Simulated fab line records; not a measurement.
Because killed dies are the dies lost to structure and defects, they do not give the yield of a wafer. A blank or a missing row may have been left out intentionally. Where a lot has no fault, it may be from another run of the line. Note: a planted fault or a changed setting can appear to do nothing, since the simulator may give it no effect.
Split-lot trial + flow n5Finfet + 7 lots, 21 wafers read, on a route of 1938 steps

SPLIT DETAILS
At N5_BEOL_M13_EXPOSE_07 (exposes mask V12), the setting doseMj was moved away from the recipe's 24.8 on 6 of the 21 wafers read, by -3.8% to +7.2%. The other wafers ran this setting at the recipe's value.

FROM THE SPLIT TO THE READING: what the file shows between them, 10 steps
- N5_BEOL_M13_PEB_08: peb time 90 s
- N5_BEOL_M13_DEVELOP_09: develop time 45 s
- N5_BEOL_M13_HARDBAKE_14: time 120 s
- N5_BEOL_M13_CD_MEAS_10: target cd 190 nm
- N5_BEOL_M13_ETCH_59: etches BARC in N2/H2, target depth 89 nm, overetch 26.7 nm, time 67.9 s (also split here: timeS)
- N5_BEOL_M13_VIA_ETCH_16: etches SiOC in C4F8/O2/Ar, target depth 921.7 nm (also split here: targetDepthA)
- N5_BEOL_M13_STRIP_63: strips in N2/H2
- N5_BEOL_M13_STRIP_64: strips in N2/H2
- N5_BEOL_M13_STRIP_71: strips in post etch residue remover, time 60 s
- N5_BEOL_M13_SRD_72: time 30 s, dry time 30 s

THE READING
cdNm, in nm, at N5_BEOL_M13_CD_MEAS_17 (target cd 190 nm). On this fab line, fault-free wafers typically give 189.4 nm with a standard deviation of 2 nm.

| wafer  | tool, chamber at the split | doseMj as run | against the recipe | cdNm, nm | against lot-mates on the recipe |
|--------|----------------------------|---------------|--------------------|----------|---------------------------------|
| L078.2 | krfScanner-01, 0           | 24.8          | recipe             | 187.5    | -                               |
| L078.3 | krfScanner-01, 0           | 23.86         | -3.8%              | 185.7    | -2.6                            |
| L078.5 | krfScanner-01, 0           | 24.8          | recipe             | 189.1    | -                               |
| L085.1 | krfScanner-02, 0           | 24.8          | recipe             | 193.8    | -                               |
| L085.4 | krfScanner-02, 0           | 24.8          | recipe             | 192.8    | -                               |
| L085.5 | krfScanner-02, 0           | 26.53         | +7.0%              | 200.5    | +7.2                            |
| L086.1 | krfScanner-01, 0           | 24.8          | recipe             | 189.7    | -                               |
| L086.5 | krfScanner-01, 0           | 24.8          | recipe             | 190.7    | -                               |
| L086.6 | krfScanner-01, 0           | 24.8          | recipe             | 190.5    | -                               |
| L092.1 | krfScanner-02, 0           | 24.8          | recipe             | 189.8    | -                               |
| L092.4 | krfScanner-02, 0           | 26.19         | +5.6%              | 198.1    | +8.3                            |
| L092.6 | krfScanner-02, 0           | 26.19         | +5.6%              | 195.2    | +5.4                            |
| L093.2 | krfScanner-02, 0           | 24.8          | recipe             | 189.3    | -                               |
| L093.4 | krfScanner-02, 0           | 24.8          | recipe             | 186.7    | -                               |
| L093.6 | krfScanner-02, 0           | 24.8          | recipe             | 186.3    | -                               |
| L094.2 | krfScanner-01, 0           | 26.58         | +7.2%              | 195.4    | +8.2                            |
| L094.3 | krfScanner-01, 0           | 24.8          | recipe             | 187.2    | -                               |
| L094.6 | krfScanner-01, 0           | 26.58         | +7.2%              | 193.5    | +6.3                            |
| L096.1 | krfScanner-01, 0           | 24.8          | recipe             | 189.9    | -                               |
| L096.2 | krfScanner-01, 0           | 24.8          | recipe             | 191.6    | -                               |
| L096.3 | krfScanner-01, 0           | 24.8          | recipe             | 191.0    | -                               |

THE FIT
A straight line over all 21 wafers: cdNm changes by +1.03 nm for each +1% of doseMj; r = +0.81; the points scatter about the line by 2.3 nm.
The same after taking each lot's own level away (the mean of its wafers on the recipe; 21 wafers): +1.03 nm for each +1%; r = +0.96; scatter 0.99 nm.
That fit puts the effect of the largest move of doseMj on the reading at 7.4 nm.
From 187.20 to 193.30 nm: that is the span of the lots' own levels, equal to 3.1 times the standard deviation above.
So the lot-to-lot level changes the slope little: the two slopes agree.
Check: +7.39 nm against its lot-mates is what the line predicts for one of the wafers moved furthest among these (+7.2%) when that wafer is left out of the fit. It came out at +8.2 nm against them.

OTHER SPLITS APPLIED TO THESE WAFERS
These wafers also went through other splits before the reading. Each is held against what the fit with the lots' levels taken away leaves over:
| other split on the same wafers       | wafers away from the commonest value | r with cdNm (lot level and that fit taken away) |
|--------------------------------------|--------------------------------------|-------------------------------------------------|
| N5_BEOL_M11_DESCUM_16 timeS          | 5                                    | +0.32                                           |
| N5_BEOL_M11_COAT_63 spinRpm          | 3                                    | -0.26                                           |
| N5_BEOL_M13_COAT_04 spinRpm          | 6                                    | -0.27                                           |
| N5_BEOL_M13_ETCH_59 timeS            | 5                                    | +0.49                                           |
| N5_BEOL_M13_VIA_ETCH_16 targetDepthA | 7                                    | +0.24                                           |

THE WHOLE CHAIN: every reading that the file lists as answering this split, in the file's order
| step                   | what it does     | reading | change (the file's fit)               | r (the file's) |
|------------------------|------------------|---------|---------------------------------------|----------------|
| N5_BEOL_M13_CD_MEAS_10 | target cd 190 nm | cdNm    | +0.983 nm for each +1% of the setting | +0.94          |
| N5_BEOL_M13_CD_MEAS_17 | target cd 190 nm | cdNm    | +1.03 nm for each +1% of the setting  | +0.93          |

FILE'S OWN FIT
cdNm changes by +1.03 nm for each +1% of doseMj, r = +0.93.
